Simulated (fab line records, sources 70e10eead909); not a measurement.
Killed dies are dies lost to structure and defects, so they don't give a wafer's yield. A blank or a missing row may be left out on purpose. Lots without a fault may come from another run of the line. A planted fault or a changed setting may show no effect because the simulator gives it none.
Chamber matching | flow nand_harc | NHARC_A_STAIRCASE_CMP_472 on cmp-04: 4 sister chambers
The step polishes SiO2. 8 wafers are shown with their chamber, then 7 later ones without.

WAFERS WITH THEIR CHAMBER
wafer  | chamber | motor_current_A (A)
L079.3 | 1       | 13.4
L083.1 | 1       | 12.7
L083.5 | 2       | 12.9
L085.3 | 2       | 13.2
L085.4 | 0       | 11.4
L085.6 | 3       | 10.5
L088.1 | 3       | 10.4
L088.2 | 0       | 11.9

WAFERS WITHOUT THEIR CHAMBER
wafer  | motor_current_A (A)
L088.6 | 13.3
L093.4 | 11.9
L093.5 | 10.3
L093.6 | 12.1
L096.3 | 12.0
L096.5 | 13.2
L096.6 | 12.6

WHICH CHAMBER EACH WENT THROUGH
wafer  | from the rows above          | in truth
L088.6 | can't be placed: 1 or 2      | 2
L093.4 | 0                            | 0
L093.5 | 3                            | 3
L093.6 | can't be placed: 0 or 1 or 2 | 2
L096.3 | 0                            | 0
L096.5 | can't be placed: 1 or 2      | 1
L096.6 | can't be placed: 1 or 2 or 0 | 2
Placed correctly: 3 of 7. Can't be placed from these rows: 4 (the true chamber is among the candidates in 4). Placed wrongly: 0.
How it was worked out, from the rows above alone: a wafer's distance from a chamber is the root of the sum, over the readings, of the square of ((its reading less the chamber's mean) divided by the reading's scatter). The wafer belongs to the nearest chamber; if the next one is less than 2 further off, it can't be placed. A chamber's mean is the mean of its shown wafers. The scatter: the root of (the sum of the squares of (reading less its chamber's mean) over the shown wafers, divided by (wafers less chambers)).
